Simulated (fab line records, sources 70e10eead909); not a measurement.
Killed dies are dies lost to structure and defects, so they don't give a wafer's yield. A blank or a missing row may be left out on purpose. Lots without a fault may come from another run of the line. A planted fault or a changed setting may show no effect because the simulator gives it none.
fab line records | flow nand_harc
record lots=5 wafers=15 last_day=21
route steps=1159 shown A_STAIRCASE@725 A_SGD_CUT@747
lots that met no fault: from a run of the same line without faults
start_h: hours from the record's first day to the start of the lot's first wafer shown | wait_h: hours since the lot's step before | " the same as in the row above | L1.1+2: a row that stands for several wafers | - no value, or no start given | * or withheld: withheld | < > ~ a bound
route shown NAME@n: a module of which the file shows steps, and the number in the route of the first | usual: mean/standard deviation of fault-free wafers | same: alike in all rows | chamber/n: place in a boat | sites: the reading at each site | _std_site: their standard deviation | _edge_site: outer sites' mean less inner sites' | radius_mm: how far each site lies from the wafer's centre | mask NAME#n: copy n | behind: the tool/chamber that last shaped the wafer | hold: why the lot was held/for how many hours/how that ended | device: the transistor (n, p or np) that didn't switch | end of line: the same wafers' tests at the end of the route | a step without rows: its recipe alone | killed: dies lost to structure and defects at the first sort, not the wafer's yield | map: a wafer's dies, x killed, . not, _ none there
set.NAME: the setting as run; set.NAME@STEP: as run at that earlier step | model.NAME: the simulator's own value behind a step, which no gauge read
lots at some steps of the route; a table a step, a row a wafer
services: from which hour (start_h, from the record's first day; less than 0 if before it) a tool's chamber was out of use, for how many hours, and why
## steps
# step NHARC_A_STAIRCASE_HARDBAKE_442
# recipe temp_c=120 time_s=140
# same time_s=140
# columns lot.wafer tool chamber start_h wait_h
L079.2+4+5 litho_track-05 0 315.21 -
L081.1+5+6 litho_track-05 0 342.63 -
L082.2+3+4 litho_track-07 0 359.92 -
L087.2+3+6 litho_track-03 0 373.47 -
L086.3+5+6 litho_track-05 0 373.68 -
# step NHARC_A_STAIRCASE_DESCUM_443
# recipe time_s=3 o2_flow_sccm=200 ar_flow_sccm=0 bias_power_w=0 chemistry=O2
# usual chamber_pressure_mTorr=60.00/0.054 drypump_motor_current_A=5.7/0.35 oes_product_au=0.999/0.008 rf_vpp_V=57.6/0.87 showerhead_plenum_p_Torr=1.89/0.093 throttle_valve_pct=11.312/0.0088
# same time_s=3
# columns lot.wafer tool chamber start_h wait_h chamber_pressure_mTorr drypump_motor_current_A oes_product_au rf_hours_counter_h rf_vpp_V showerhead_plenum_p_Torr throttle_valve_pct
L079.2 rie_diel-03 3 315.42 - 60.00 6.1 1.013 37 57.4 1.96 11.310
L079.4 " 0 " " 60.01 5.5 0.995 36 57.9 1.95 11.320
L079.5 " 0 " " 60.00 5.5 0.989 - 59.7 1.95 11.310
L081.1 rie_diel-02 2 342.75 - 60.01 5.4 0.990 1 58.2 1.79 11.317
L081.5 " 3 " " 60.07 5.0 1.000 - 57.6 1.82 11.307
L081.6 " 0 " " 60.07 5.9 0.992 - 57.5 1.86 11.318
L082.3 rie_diel-03 1 360.01 - 59.94 5.8 0.985 53 57.5 2.04 11.301
L082.2 " 2 " " 60.00 5.8 1.001 49 58.1 1.94 11.309
L082.4 " 0 " " 59.94 5.5 0.988 51 58.4 1.94 11.303
L087.2 rie_diel-02 3 373.57 - 59.94 5.0 0.989 12 58.2 1.82 11.313
L087.3 " 0 " " 60.01 5.9 0.992 14 58.0 1.86 11.313
L087.6 " 3 " " 60.03 5.0 0.989 - 57.5 1.82 11.321
L086.3 rie_diel-03 3 373.77 - 60.08 6.1 0.997 60 58.8 1.96 11.314
L086.5 " 2 " " 59.96 5.7 1.019 - 57.6 1.94 11.328
L086.6 " 3 " " 60.01 6.0 1.001 - 58.9 1.96 11.317
# step NHARC_A_STAIRCASE_ETCH_444
# recipe target_depth_a=1.02e+05 time_s=3400 c4f8_flow_sccm=20 o2_flow_sccm=10 ar_flow_sccm=withheld rf_w=600 bias_w=1000 chemistry=C4F8/O2
# usual chamber_pressure_mTorr=24.999/0.022 oes_product_au=0.933/0.013 rf_vpp_V=806/5.4
# same time_s=3400
# columns lot.wafer tool chamber start_h wait_h chamber_pressure_mTorr oes_product_au rf_hours_counter_h rf_vpp_V
L079.4 rie_diel-03 0 316.07 0.6 25.005 0.923 37 809
L079.2 " 1 " " 24.991 0.921 38 814
L079.5 " 2 " " 25.005 0.918 - 808
L081.1 rie_diel-02 0 342.81 0.1 25.010 0.956 2 803
L081.6 " 0 " " 25.007 0.958 - 804
L081.5 " 1 " " 25.001 0.949 - 799
L082.2 rie_diel-03 0 360.38 0.4 25.033 0.923 52 809
L082.3 " 1 " " 24.980 0.929 54 815
L082.4 " 3 " " 25.021 0.930 55 808
L087.2 rie_diel-02 0 374.00 0.4 25.007 0.952 14 804
L087.3 " 2 " " 24.955 0.936 12 798
L087.6 " 0 " " 25.009 0.955 - 804
L086.3 rie_diel-03 2 374.61 0.8 25.008 0.931 56 808
L086.6 " 3 " " 24.990 0.929 - 808
L086.5 " 0 " " 25.003 0.923 - 809
# step NHARC_A_STAIRCASE_STRIP_446
# recipe power_w=1500 temp_c=250 chemistry=O2
# usual drypump_motor_current_A=6.0/0.32 heater_power_w=304/19
# columns lot.wafer tool chamber start_h wait_h drypump_motor_current_A heater_power_w rf_hours_counter_h
L079.2 plasma_asher-01 0 317.94 0.1 6.2 279 11
L079.4 " 1 " " 5.6 333 -
L079.5 " 0 " " 6.2 284 -
L081.1 plasma_asher-01 0 345.08 0.0 6.2 274 18
L081.6 " 0 " " 6.2 284 -
L081.5 " 1 " " 5.6 333 -
L082.2 plasma_asher-01 0 363.37 0.8 6.2 279 25
L082.4 " 1 " " 5.6 328 -
L082.3 " 0 " " 6.2 285 -
L087.2 plasma_asher-02 0 376.03 0.0 5.9 302 1
L087.3 " 0 " " 5.9 307 -
L087.6 " 0 " " 5.9 307 -
L086.3 plasma_asher-01 0 376.44 0.3 6.2 288 -
L086.5 " 1 " " 5.6 334 -
L086.6 " 0 " " 6.2 278 -
# step NHARC_A_STAIRCASE_STRIP_447
# recipe time_s=900 temp_c=130 chemistry=SPM
# same time_s=900
# columns lot.wafer tool chamber start_h wait_h
L079.5+2+4 wet_bench-05 5,6,7 318.27 0.1
L081.1+5+6 wet_bench-05 3,5,7 345.42 0.3
L082.2+3+4 wet_bench-06 5,7,1 363.68 0.3
L087.6+2+3 wet_bench-01 4,5,7 376.38 0.1
L086.5+6+3 wet_bench-06 3,4,7 376.66 0.1
# step NHARC_A_STAIRCASE_PRECLEAN_448
# recipe time_s=* temp_c=50 bath_age_min=0 chemistry=SC1
# usual diw_flow_mL_min=1415/3.6
# same time_s=*
# columns lot.wafer tool chamber start_h wait_h diw_flow_mL_min
L079.5 wet_bench-05 5 - - 1413
L079.2 " 6 " " 1414
L079.4 " 7 " " 1415
L081.1 wet_bench-05 3 - - 1418
L081.5 " 5 " " 1409
L081.6 " 7 " " 1413
L082.2 wet_bench-06 5 - - 1412
L082.3 " 7 " " 1416
L082.4 " 1 " " 1422
L087.6 wet_bench-01 4 - - 1410
L087.2 " 5 " " 1412
L087.3 " 7 " " 1415
L086.5 wet_bench-06 3 - - 1412
L086.6 " 4 " " 1410
L086.3 " 7 " " 1415
# step NHARC_A_STAIRCASE_SRD_449
# columns lot.wafer tool chamber start_h wait_h
L079.5+2+4 wet_bench-05 5,6,7 - -
L081.1+5+6 wet_bench-05 3,5,7 - -
L082.2+3+4 wet_bench-06 5,7,1 - -
L087.6+2+3 wet_bench-01 4,5,7 - -
L086.5+6+3 wet_bench-06 3,4,7 - -
# step NHARC_A_STAIRCASE_CMP_450
# recipe target_thk_nm=200 material=SiO2
# usual motor_current_A=12.1/1.4
# columns lot.wafer tool chamber start_h wait_h motor_current_A
L079.4 cmp-01 1 318.79 - 12.2
L079.2 " 0 " " 13.9
L079.5 " 2 " " 11.1
L081.1 cmp-03 1 345.91 - 11.3
L081.5 " 2 " " 12.8
L081.6 " 3 " " 12.0
L082.3 cmp-03 1 364.13 - 11.2
L082.2 " 3 " " 11.7
L082.4 " 0 " " 15.5
L087.3 cmp-03 3 376.85 - 11.6
L087.2 " 2 " " 12.3
L087.6 " 0 " " 15.0
L086.3 cmp-03 1 377.10 - 10.9
L086.6 " 1 " " 11.4
L086.5 " 2 " " 12.1
# step NHARC_A_STAIRCASE_CMP_152
# usual motor_current_A=12.1/1.5
# columns lot.wafer tool chamber start_h wait_h motor_current_A
L079.4 cmp-01 1 318.87 0.1 11.8
L079.2 " 0 " " 13.6
L079.5 " 2 " " 11.7
L081.1 cmp-03 1 345.99 0.1 11.1
L081.5 " 2 " " 13.0
L081.6 " 3 " " 11.4
L082.3 cmp-03 1 364.20 0.1 10.9
L082.2 " 3 " " 12.6
L082.4 " 0 " " 15.0
L087.3 cmp-03 3 376.92 0.1 11.9
L087.2 " 2 " " 12.9
L087.6 " 0 " " 14.4
L086.3 cmp-03 1 377.18 0.1 10.7
L086.6 " 1 " " 9.9
L086.5 " 2 " " 11.6
# step NHARC_A_STAIRCASE_SRD_154
# columns lot.wafer tool chamber start_h wait_h
L079.2+5+4 wet_bench-06 5,7,1 319.15 0.0
L081.5+1+6 wet_bench-06 3,4,6 346.24 0.0
L082.3+4+2 wet_bench-06 6,7,0 364.50 0.1
L087.2+3+6 wet_bench-06 0,2,3 377.21 0.0
L086.5+3+6 wet_bench-01 1,3,5 377.47 0.0
# step NHARC_A_STAIRCASE_ETCH_403
# recipe target_depth_a=1082 chemistry=dHF material=SiO2
# columns lot.wafer tool chamber start_h wait_h
L079.2+5+4 wet_bench-06 5,7,1 319.18 0.0
L081.5+1+6 wet_bench-06 3,4,6 346.27 0.0
L082.3+4+2 wet_bench-06 6,7,0 364.53 0.0
L087.2+3+6 wet_bench-06 0,2,3 377.24 0.0
L086.5+3+6 wet_bench-01 1,3,5 377.50 0.0
# step NHARC_A_STAIRCASE_ETCHBACK_422
# recipe target_depth_a=400 over_etch_frac=0.3 time_s=74.286 ion_energy_ev=120 ch3f_flow_sccm=50 o2_flow_sccm=30 ar_flow_sccm=200 rf_w=500 bias_w=100 chemistry=CH3F/O2
# usual chamber_pressure_mTorr=25.002/0.026 drypump_motor_current_A=5.7/0.34 oes_product_au=0.97/0.036 rf_vpp_V=244.0/1.8 showerhead_plenum_p_Torr=2.43/0.12 throttle_valve_pct=20.662/0.0095
# same time_s=74.286
# columns lot.wafer tool chamber start_h wait_h chamber_pressure_mTorr drypump_motor_current_A oes_product_au rf_hours_counter_h rf_vpp_V showerhead_plenum_p_Torr throttle_valve_pct
L079.4 rie_diel-07 1 319.37 0.2 24.992 5.5 0.91 27 242.4 2.31 20.661
L079.2 " 2 " " 25.019 6.0 0.92 28 242.9 2.33 20.667
L079.5 " 0 " " 25.028 6.3 0.93 - 245.3 2.65 20.650
L081.1 rie_diel-02 0 346.45 0.2 24.988 5.9 1.00 4 243.0 2.39 20.684
L081.6 " 1 " " 24.956 5.4 1.00 - 243.2 2.30 20.660
L081.5 " 2 " " 25.014 5.4 0.99 - 240.8 2.30 20.664
L082.2 rie_diel-03 3 364.79 0.2 24.993 6.1 0.99 57 243.9 2.51 20.637
L082.3 " 0 " " 24.980 5.5 0.99 55 244.7 2.49 20.661
L082.4 " 1 " " 24.978 5.8 0.99 57 244.8 2.61 20.662
L087.3 rie_diel-03 1 377.39 0.1 24.954 5.8 1.00 63 245.0 2.61 20.670
L087.2 " 3 " " 24.993 6.1 1.00 64 245.6 2.51 20.664
L087.6 " 1 " " 24.984 5.8 0.99 - 247.2 2.61 20.664
L086.3 rie_diel-02 3 377.68 0.2 25.019 5.0 1.00 16 243.4 2.34 20.656
L086.5 " 2 " " 25.043 5.4 0.98 - 242.1 2.30 20.659
L086.6 " 3 " " 25.063 5.0 0.99 - 242.8 2.34 20.662
# step NHARC_A_STAIRCASE_ETCH_423
# recipe target_depth_a=300 chemistry=dHF material=SiO2
# columns lot.wafer tool chamber start_h wait_h
L079.5+2+4 wet_bench-06 4,6,7 319.52 0.1
L081.5+6+1 wet_bench-01 1,3,6 346.58 0.1
L082.4+3+2 wet_bench-06 2,3,4 364.97 0.1
L087.6+3+2 wet_bench-01 2,3,4 377.64 0.2
L086.3+6+5 wet_bench-06 3,4,5 377.83 0.1
# step NHARC_A_STAIRCASE_ETCHBACK_157
# recipe target_depth_a=900 over_etch_frac=0.3 time_s=167.14 ion_energy_ev=120 ch3f_flow_sccm=50 o2_flow_sccm=30 ar_flow_sccm=200 rf_w=500 bias_w=100 chemistry=CH3F/O2
# usual chamber_pressure_mTorr=25.004/0.026 drypump_motor_current_A=5.6/0.36 oes_product_au=0.98/0.031 rf_vpp_V=243.5/1.6 showerhead_plenum_p_Torr=2.40/0.11 throttle_valve_pct=20.664/0.0096
# same time_s=167.14
# columns lot.wafer tool chamber start_h wait_h chamber_pressure_mTorr drypump_motor_current_A oes_product_au rf_hours_counter_h rf_vpp_V showerhead_plenum_p_Torr throttle_valve_pct
L079.4 rie_diel-03 0 319.71 0.1 25.018 5.5 0.99 38 244.3 2.50 20.672
L079.2 " 2 " " 24.983 5.8 1.00 39 246.4 2.50 20.653
L079.5 " 0 " " 25.020 5.5 1.00 - 243.3 2.50 20.679
L081.1 rie_diel-02 1 346.83 0.2 25.003 5.4 1.01 4 242.5 2.30 20.653
L081.6 " 2 " " 25.019 5.4 1.00 - 242.4 2.30 20.674
L081.5 " 3 " " 25.043 5.0 0.99 - 243.2 2.34 20.668
L082.4 rie_diel-02 0 365.19 0.2 24.979 6.0 0.99 12 242.1 2.39 20.663
L082.3 " 1 " " 24.997 5.4 0.99 12 242.9 2.30 20.659
L082.2 " 2 " " 24.990 5.4 0.99 9 242.5 2.30 20.652
L087.3 rie_diel-02 2 377.85 0.2 25.023 5.4 0.99 15 242.6 2.30 20.674
L087.2 " 3 " " 25.008 5.0 0.99 16 242.3 2.34 20.662
L087.6 " 1 " " 24.961 5.4 1.00 - 241.9 2.30 20.667
L086.3 rie_diel-02 3 378.03 0.2 25.039 5.0 0.99 16 241.2 2.34 20.672
L086.5 " 3 " " 24.984 5.0 1.00 - 242.3 2.34 20.660
L086.6 " 0 " " 25.015 5.9 0.99 - 242.8 2.39 20.666
# step NHARC_A_STAIRCASE_STRIP_475
# recipe time_s=20 o2_flow_sccm=500 ar_flow_sccm=0 bias_w=0 chemistry=O2
# usual chamber_pressure_mTorr=60.01/0.12 drypump_motor_current_A=5.6/0.36 oes_product_au=0.999/0.0081 rf_vpp_V=57.6/0.89 showerhead_plenum_p_Torr=3.43/0.15 throttle_valve_pct=17.036/0.0095
# same time_s=20
# columns lot.wafer tool chamber start_h wait_h chamber_pressure_mTorr drypump_motor_current_A oes_product_au rf_hours_counter_h rf_vpp_V showerhead_plenum_p_Torr throttle_valve_pct
L079.4 rie_diel-03 3 - - 60.08 6.1 1.001 40 58.6 3.61 17.052
L079.2 " 0 " " 59.98 5.5 0.994 38 58.0 3.58 17.054
L079.5 " 2 " " 59.99 5.8 0.998 - 57.2 3.58 17.038
L081.1 rie_diel-02 3 - - 60.10 5.0 1.000 3 57.4 3.37 17.048
L081.6 " 1 " " 60.00 5.4 0.994 - 56.8 3.31 17.044
L081.5 " 2 " " 60.06 5.4 0.996 - 56.3 3.31 17.027
L082.2 rie_diel-02 3 - - 60.09 5.0 0.991 10 58.8 3.36 17.052
L082.3 " 0 " " 60.06 5.9 1.003 12 56.8 3.43 17.026
L082.4 " 1 " " 59.98 5.4 1.009 12 56.8 3.31 17.040
L087.2 rie_diel-02 3 - - 59.97 5.0 1.002 16 58.4 3.36 17.026
L087.3 " 0 " " 60.01 5.9 0.992 18 57.4 3.43 17.044
L087.6 " 0 " " 59.94 5.9 0.992 - 57.1 3.43 17.035
L086.3 rie_diel-02 0 - - 59.92 5.9 0.993 18 58.1 3.43 17.042
L086.6 " 2 " " 59.99 5.4 0.980 - 56.9 3.31 17.027
L086.5 " 3 " " 60.06 5.0 0.983 - 57.6 3.36 17.033
# step NHARC_A_STAIRCASE_DEP_471
# recipe target_thk_a=1000 temp_c=400 pressure_torr=6.5 rf_w=900 teos_flow_sccm=161.4 flow_sccm=2650 target_thk_nm=100 gas=O2 material=SiO2
# usual heater_power_w=543/100 throttle_valve_pct=15.6/0.83
# columns lot.wafer tool chamber start_h wait_h heater_power_w throttle_valve_pct
L079.2 pecvd-04 1 320.10 - 557 16.0
L079.5 " 0 " " 682 15.9
L079.4 " 1 " " 557 16.2
L081.1 pecvd-04 1 347.15 - 497 16.2
L081.5 " 1 " " 500 16.3
L081.6 " 2 " " 602 16.7
L082.3 pecvd-03 0 365.50 - 530 14.5
L082.2 " 1 " " 640 15.0
L082.4 " 2 " " 562 16.3
L087.2 pecvd-02 1 378.09 - 412 15.8
L087.3 " 2 " " 546 14.8
L087.6 " 0 " " 408 16.1
L086.3 pecvd-02 1 378.31 - 404 16.3
L086.5 " 2 " " 565 14.2
L086.6 " 0 " " 453 16.5
# step NHARC_A_STAIRCASE_CMP_472
# recipe material=SiO2
# usual motor_current_A=11.8/1.5
# columns lot.wafer tool chamber start_h wait_h motor_current_A
L079.4 cmp-02 1 320.37 0.2 13.9
L079.2 " 3 " " 10.6
L079.5 " 0 " " 9.1
L081.1 cmp-02 3 347.44 0.3 10.5
L081.5 " 1 " " 13.4
L081.6 " 2 " " 11.6
L082.4 cmp-01 3 365.74 0.2 10.7
L082.2 " 0 " " 13.4
L082.3 " 1 " " 12.6
L087.2 cmp-02 0 378.36 0.2 9.8
L087.3 " 2 " " 11.0
L087.6 " 0 " " 9.8
L086.3 cmp-03 3 378.66 0.3 11.8
L086.5 " 0 " " 14.8
L086.6 " 1 " " 10.9
# step NHARC_A_STAIRCASE_SRD_474
# columns lot.wafer tool chamber start_h wait_h
L079.4+2+5 wet_bench-06 2,3,6 320.62 0.0
L081.5+6+1 wet_bench-06 2,3,4 347.67 0.0
L082.2+3+4 wet_bench-01 5,6,0 366.01 0.0
L087.2+6+3 wet_bench-06 3,5,0 378.63 0.0
L086.3+5+6 wet_bench-01 7,0,2 378.85 0.0
# step NHARC_A_STAIRCASE_INSPECT_155
# usual raw_defect_count=364/110
# columns lot.wafer tool chamber start_h wait_h raw_defect_count
L079.2 defect_inspect-01 - 320.69 0.1 549
L079.4 " - " " 347
L079.5 " - " " 478
L081.1 defect_inspect-02 - 347.74 0.1 311
L081.5 " - " " 292
L081.6 " - " " 407
L082.2 defect_inspect-01 - 366.08 0.1 226
L082.3 " - " " 213
L082.4 " - " " 254
L087.2 defect_inspect-02 - 378.71 0.1 607
L087.3 " - " " 461
L087.6 " - " " 384
L086.3 defect_inspect-01 - 378.92 0.1 289
L086.5 " - " " 180
L086.6 " - " " 267
# step NHARC_A_SGD_CUT_DEP_00
# recipe target_thk_a=500 temp_c=400 target_thk_nm=50 flow_sccm=200 rf_w=450 material=SiNx
# usual heater_power_w=670/98
# columns lot.wafer tool chamber start_h wait_h heater_power_w
L079.2 pecvd-04 2 320.80 0.1 736
L079.5 " 1 " " 607
L079.4 " 0 " " 780
L081.1 pecvd-01 2 347.81 0.1 632
L081.5 " 0 " " 762
L081.6 " 1 " " 568
L082.2 pecvd-01 1 366.15 0.1 562
L082.3 " 2 " " 676
L082.4 " 1 " " 539
L087.3 pecvd-02 0 378.91 0.2 656
L087.2 " 1 " " 603
L087.6 " 2 " " 749
L086.3 pecvd-02 2 379.08 0.2 751
L086.6 " 1 " " 623
L086.5 " 0 " " 578
# step NHARC_A_SGD_CUT_DEHYDRATE_01
# recipe temp_c=150 time_s=120
# same time_s=120
# columns lot.wafer tool chamber start_h wait_h
L079.2+4+5 litho_track-06 0 321.04 0.2
L081.1+5+6 litho_track-04 0 348.11 0.3
L082.2+3+4 litho_track-06 0 366.42 0.2
L087.2+3+6 litho_track-01 0 379.15 0.2
L086.3+5+6 litho_track-06 0 379.33 0.2
# step NHARC_A_SGD_CUT_HMDS_02
# recipe time_s=30
# same time_s=30
# columns lot.wafer tool chamber start_h wait_h
L079.2+4+5 litho_track-06 0 - -
L081.1+5+6 litho_track-04 0 - -
L082.2+3+4 litho_track-06 0 - -
L087.2+3+6 litho_track-01 0 - -
L086.3+5+6 litho_track-06 0 - -
# step NHARC_A_SGD_CUT_COAT_56
# recipe temp_c=260 time_s=75
# same time_s=75
# columns lot.wafer tool chamber start_h wait_h
L079.2+4+5 litho_track-06 0 - -
L081.1+5+6 litho_track-04 0 - -
L082.2+3+4 litho_track-06 0 - -
L087.2+3+6 litho_track-01 0 - -
L086.3+5+6 litho_track-06 0 - -
# step NHARC_A_SGD_CUT_COAT_57
# recipe temp_c=225 time_s=65
# same time_s=65
# columns lot.wafer tool chamber start_h wait_h
L079.2+4+5 litho_track-06 0 - -
L081.1+5+6 litho_track-04 0 - -
L082.2+3+4 litho_track-06 0 - -
L087.2+3+6 litho_track-01 0 - -
L086.3+5+6 litho_track-06 0 - -
# step NHARC_A_SGD_CUT_COAT_03
# recipe spin_rpm=1500 resist_thk_nm=90
# usual spin_speed_rpm=1500.0/1
# columns lot.wafer tool chamber start_h wait_h spin_speed_rpm
L079.2 litho_track-06 0 - - 1499.9
L079.4 " 0 " " 1500.3
L079.5 " 0 " " 1501.4
L081.1 litho_track-04 0 - - 1499.7
L081.5 " 0 " " 1498.1
L081.6 " 0 " " 1500.5
L082.2 litho_track-06 0 - - 1499.1
L082.3 " 0 " " 1500.6
L082.4 " 0 " " 1500.8
L087.2 litho_track-01 0 - - 1499.2
L087.3 " 0 " " 1500.8
L087.6 " 0 " " 1501.0
L086.3 litho_track-06 0 - - 1498.9
L086.5 " 0 " " 1499.6
L086.6 " 0 " " 1500.3
# step NHARC_A_SGD_CUT_SOFTBAKE_04
# recipe temp_c=105 time_s=55
# same time_s=55
# columns lot.wafer tool chamber start_h wait_h
L079.2+4+5 litho_track-06 0 - -
L081.1+5+6 litho_track-04 0 - -
L082.2+3+4 litho_track-06 0 - -
L087.2+3+6 litho_track-01 0 - -
L086.3+5+6 litho_track-06 0 - -
# step NHARC_A_SGD_CUT_EBR_05
# columns lot.wafer tool chamber start_h wait_h
L079.2+4+5 litho_track-06 0 - -
L081.1+5+6 litho_track-04 0 - -
L082.2+3+4 litho_track-06 0 - -
L087.2+3+6 litho_track-01 0 - -
L086.3+5+6 litho_track-06 0 - -
# step NHARC_A_SGD_CUT_EXPOSE_06
# recipe na=1.35 dose_mj=85.59 mask_id=SGD
# columns lot.wafer tool chamber start_h wait_h mask
L079.2+4+5 arfi_scanner-03 0 321.23 - SGD#0
L081.1+5+6 arfi_scanner-01 0 348.42 - SGD#0
L082.2+3+4 arfi_scanner-02 0 366.74 - SGD#0
L087.2+3+6 arfi_scanner-01 0 379.47 - SGD#0
L086.3+5+6 arfi_scanner-03 0 379.65 - SGD#0
# step NHARC_A_SGD_CUT_PEB_07
# recipe peb_temp_c=100 peb_time_s=65
# columns lot.wafer tool chamber start_h wait_h
L079.2+4+5 litho_track-06 0 321.29 0.1
L081.1+5+6 litho_track-06 0 348.48 0.1
L082.2+3+4 litho_track-06 0 366.79 0.1
L087.2+3+6 litho_track-01 0 379.52 0.1
L086.3+5+6 litho_track-06 0 379.70 0.1
# step NHARC_A_SGD_CUT_DEVELOP_08
# recipe develop_time_s=35 dev_temp_c=23
# same develop_time_s=35
# columns lot.wafer tool chamber start_h wait_h
L079.2+4+5 litho_track-06 0 - -
L081.1+5+6 litho_track-06 0 - -
L082.2+3+4 litho_track-06 0 - -
L087.2+3+6 litho_track-01 0 - -
L086.3+5+6 litho_track-06 0 - -
# step NHARC_A_SGD_CUT_CD_MEAS_09
# recipe target_cd_nm=100 landing_energy_ev=500
# usual cd_nm=100.1/0.4
# columns lot.wafer tool chamber start_h wait_h cd_nm
L079.2 cd_sem-02 0 321.37 - 100.4
L079.4 " 0 " " 100.1
L079.5 " 0 " " 100.1
L081.1 cd_sem-02 0 348.56 - 100.0
L081.5 " 0 " " 100.4
L081.6 " 0 " " 101.0
L082.2 cd_sem-02 0 366.88 - 99.5
L082.3 " 0 " " 99.9
L082.4 " 0 " " 99.9
L087.2 cd_sem-03 0 379.60 - 99.9
L087.3 " 0 " " 100.1
L087.6 " 0 " " 99.9
L086.3 cd_sem-02 0 379.78 - 100.4
L086.5 " 0 " " 99.8
L086.6 " 0 " " 100.2
# step NHARC_A_SGD_CUT_OVL_MEAS_10
# usual overlay_x_nm=0.2/0.78 overlay_y_nm=0.0/0.93
# columns lot.wafer tool chamber start_h wait_h overlay_x_nm overlay_y_nm
L079.2 overlay-01 - 321.47 - 0.1 -0.6
L079.4 " - " " -0.3 -0.7
L079.5 " - " " -1.2 -0.2
L081.1 overlay-01 - 348.65 - 0.1 -0.3
L081.5 " - " " 0.3 -0.4
L081.6 " - " " 0.5 -1.0
L082.2 overlay-01 - 366.96 - 1.0 -0.8
L082.3 " - " " 0.9 -0.1
L082.4 " - " " 1.0 -0.3
L087.2 overlay-01 - 379.70 - 0.9 0.3
L087.3 " - " " 0.7 0.1
L087.6 " - " " 0.8 0.5
L086.3 overlay-02 - 379.87 - 0.6 -0.7
L086.5 " - " " 0.7 -0.6
L086.6 " - " " 0.7 -0.6
# step NHARC_A_SGD_CUT_INSPECT_11
# usual raw_defect_count=19/10
# columns lot.wafer tool chamber start_h wait_h raw_defect_count
L079.2 defect_inspect-02 - 321.53 0.1 20
L079.4 " - " " 23
L079.5 " - " " 23
L081.1 defect_inspect-01 - 348.68 0.0 14
L081.5 " - " " 11
L081.6 " - " " 4
L082.2 defect_inspect-01 - 367.00 0.0 16
L082.3 " - " " 20
L082.4 " - " " 21
L087.2 defect_inspect-02 - 379.74 0.0 14
L087.3 " - " " 6
L087.6 " - " " 11
L086.3 defect_inspect-02 - 379.91 0.0 35
L086.5 " - " " 30
L086.6 " - " " 17
# step NHARC_A_SGD_CUT_DESCUM_14
# recipe time_s=3 o2_flow_sccm=200 ar_flow_sccm=0 bias_power_w=0 chemistry=O2
# usual chamber_pressure_mTorr=60.00/0.055 drypump_motor_current_A=5.7/0.43 oes_product_au=1.002/0.0069 rf_vpp_V=57.9/0.88 showerhead_plenum_p_Torr=1.93/0.063 throttle_valve_pct=11.311/0.0095
# same time_s=3
# columns lot.wafer tool chamber start_h wait_h chamber_pressure_mTorr drypump_motor_current_A oes_product_au rf_hours_counter_h rf_vpp_V showerhead_plenum_p_Torr throttle_valve_pct
L079.2 rie_diel-01 0 321.61 0.1 60.00 5.4 1.010 16 56.4 1.90 11.322
L079.4 " 1 " " 60.02 6.2 0.992 17 58.5 2.05 11.319
L079.5 " 2 " " 60.02 6.2 0.997 - 59.7 2.03 11.309
L081.1 rie_diel-12 0 348.74 0.1 59.96 5.7 1.003 13 58.0 1.97 11.317
L081.6 " 0 " " 59.92 5.7 0.996 - 58.1 1.97 11.311
L081.5 " 1 " " 60.02 5.6 1.010 - 58.9 2.00 11.307
L082.3 rie_diel-12 2 367.06 0.1 60.04 6.1 0.997 15 56.6 1.84 11.311
L082.2 " 3 " " 60.02 4.8 1.003 13 59.9 1.90 11.320
L082.4 " 0 " " 59.92 5.7 1.000 15 59.2 1.97 11.321
L087.3 rie_diel-01 1 379.80 0.1 60.02 6.2 0.987 6 57.8 2.05 11.305
L087.2 " 2 " " 59.91 6.1 0.997 5 58.4 2.02 11.337
L087.6 " 1 " " 60.01 6.2 0.992 - 57.8 2.05 11.299
L086.3 rie_diel-04 2 379.99 0.1 59.99 5.8 1.006 5 56.7 1.94 11.302
L086.6 " 3 " " 60.08 5.5 1.002 - 57.3 1.91 11.303
L086.5 " 0 " " 59.97 6.5 0.998 - 58.1 1.92 11.307
# step NHARC_A_SGD_CUT_ETCH_58
# recipe target_depth_a=390 over_etch_frac=0.3 time_s=65 ion_energy_ev=80 cf4_flow_sccm=150 ar_flow_sccm=0 rf_w=300 bias_w=100 chemistry=CF4
# usual chamber_pressure_mTorr=50.00/0.049 drypump_motor_current_A=5.7/0.44 oes_product_au=1.003/0.0074 rf_vpp_V=151.5/1 showerhead_plenum_p_Torr=1.79/0.053 throttle_valve_pct=13.283/0.009
# same time_s=65
# columns lot.wafer tool chamber start_h wait_h chamber_pressure_mTorr drypump_motor_current_A oes_product_au rf_hours_counter_h rf_vpp_V showerhead_plenum_p_Torr throttle_valve_pct
L079.4 rie_diel-01 3 321.68 0.1 49.97 5.6 1.004 17 152.3 1.69 13.284
L079.2 " 1 " " 49.99 6.2 0.991 17 152.4 1.89 13.274
L079.5 " 3 " " 49.92 5.6 1.001 - 149.5 1.69 13.281
L081.1 rie_diel-12 2 348.84 0.1 49.98 6.1 1.010 14 149.8 1.70 13.264
L081.6 " 1 " " 49.99 5.6 0.996 - 151.8 1.85 13.270
L081.5 " 2 " " 49.93 6.0 1.002 - 150.1 1.70 13.273
L082.3 rie_diel-12 2 367.14 0.1 50.01 6.1 1.003 15 149.9 1.70 13.289
L082.2 " 0 " " 49.94 5.7 0.997 15 152.8 1.82 13.289
L082.4 " 1 " " 50.00 5.6 1.000 14 151.5 1.85 13.290
L087.3 rie_diel-01 3 379.90 0.1 49.95 5.6 0.999 5 151.0 1.68 13.264
L087.2 " 0 " " 50.00 5.4 1.006 5 151.6 1.75 13.276
L087.6 " 2 " " 49.95 6.1 0.995 - 152.7 1.86 13.292
L086.3 rie_diel-04 3 380.07 0.1 49.94 5.5 1.006 6 150.9 1.77 13.291
L086.5 " 0 " " 49.93 6.5 1.004 - 151.0 1.78 13.282
L086.6 " 1 " " 50.01 5.4 1.011 - 153.6 1.79 13.276
## services
# columns tool chamber start_h hours kind
litho_track-06 - 292.00 7.0 pm
cmp-02 - 296.89 3.8 repair
arfi_scanner-01 - 303.28 0.5 repair
wet_bench-06 - 305.63 8.0 pm
rie_diel-04 - 311.82 0.5 repair
arfi_scanner-03 - 312.00 4.0 pm
pecvd-02 1 313.40 7.9 repair
litho_track-04 - 316.00 7.0 pm
cmp-03 - 320.91 2.3 repair
rie_diel-01 - 323.07 9.0 pm
rie_diel-12 - 323.75 0.6 repair
cmp-02 - 324.61 4.0 pm
rie_diel-02 - 328.11 9.0 pm
pecvd-02 - 334.00 13.0 pm
cmp-01 - 337.60 1.4 repair
cmp-02 - 348.03 0.5 repair
cmp-03 - 350.46 1.1 repair
cmp-03 - 352.01 4.0 pm
pecvd-04 0 354.95 16.5 repair
wet_bench-05 - 372.80 8.0 pm
cmp-02 - 375.16 2.0 repair
cmp-01 - 375.66 4.0 pm
pecvd-04 - 376.22 13.0 pm
rie_diel-12 - 379.43 9.0 pm
## key
fault none
